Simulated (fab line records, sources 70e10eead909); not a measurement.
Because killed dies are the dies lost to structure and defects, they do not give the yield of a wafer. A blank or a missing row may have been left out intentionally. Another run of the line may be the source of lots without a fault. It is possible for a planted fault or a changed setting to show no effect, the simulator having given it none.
Chamber matching | flow nand_harc | NHARC_A_SLIT_DESCUM_14 on rie_diel-11 has 4 sister chambers
The step chemistry O2, time 3 s. 8 wafers are shown with their chamber, then 8 later ones without.

## WAFERS WITH THEIR CHAMBER
wafer  | chamber | showerhead_plenum_p_Torr (Torr) | oes_product_au (a.u.)
L936.5 | 0       | 1.87                            | 1.003
L936.6 | 3       | 1.98                            | 0.980
L935.1 | 1       | 1.84                            | 1.003
L935.2 | 0       | 1.87                            | 1.005
L941.3 | 2       | 1.91                            | 0.999
L941.5 | 1       | 1.84                            | 0.991
L941.6 | 2       | 1.91                            | 0.983
L947.2 | 3       | 1.97                            | 0.984

## WAFERS WITHOUT THEIR CHAMBER
wafer  | showerhead_plenum_p_Torr (Torr) | oes_product_au (a.u.)
L947.4 | 1.84                            | 0.996
L947.6 | 1.84                            | 0.990
L949.1 | 1.87                            | 1.005
L949.2 | 1.97                            | 0.980
L949.6 | 1.87                            | 1.001
L952.2 | 1.97                            | 0.982
L952.5 | 1.91                            | 0.975
L952.6 | 1.97                            | 0.991

## WHICH CHAMBER EACH ONE RAN IN
wafer  | from the rows above | in truth
L947.4 | 1                   | 1
L947.6 | 1                   | 1
L949.1 | 0                   | 0
L949.2 | 3                   | 3
L949.6 | 0                   | 0
L952.2 | 3                   | 3
L952.5 | 2                   | 2
L952.6 | 3                   | 3
Correct placement for 8 of the 8. Can't be placed from these rows: 0. Number placed wrongly: 0.
How it was worked out, from the rows above alone: a wafer's distance from a chamber is the root of the sum, over the readings, of the square of ((its reading less the chamber's mean) divided by the reading's scatter). If the next closest chamber is less than 2 further off than the closest, the wafer can't be placed; otherwise it belongs to the closest. For every chamber, the mean is computed from those of its wafers that are shown. The scatter: the root of (the sum of the squares of (reading less its chamber's mean) over the shown wafers, divided by (wafers less chambers)).
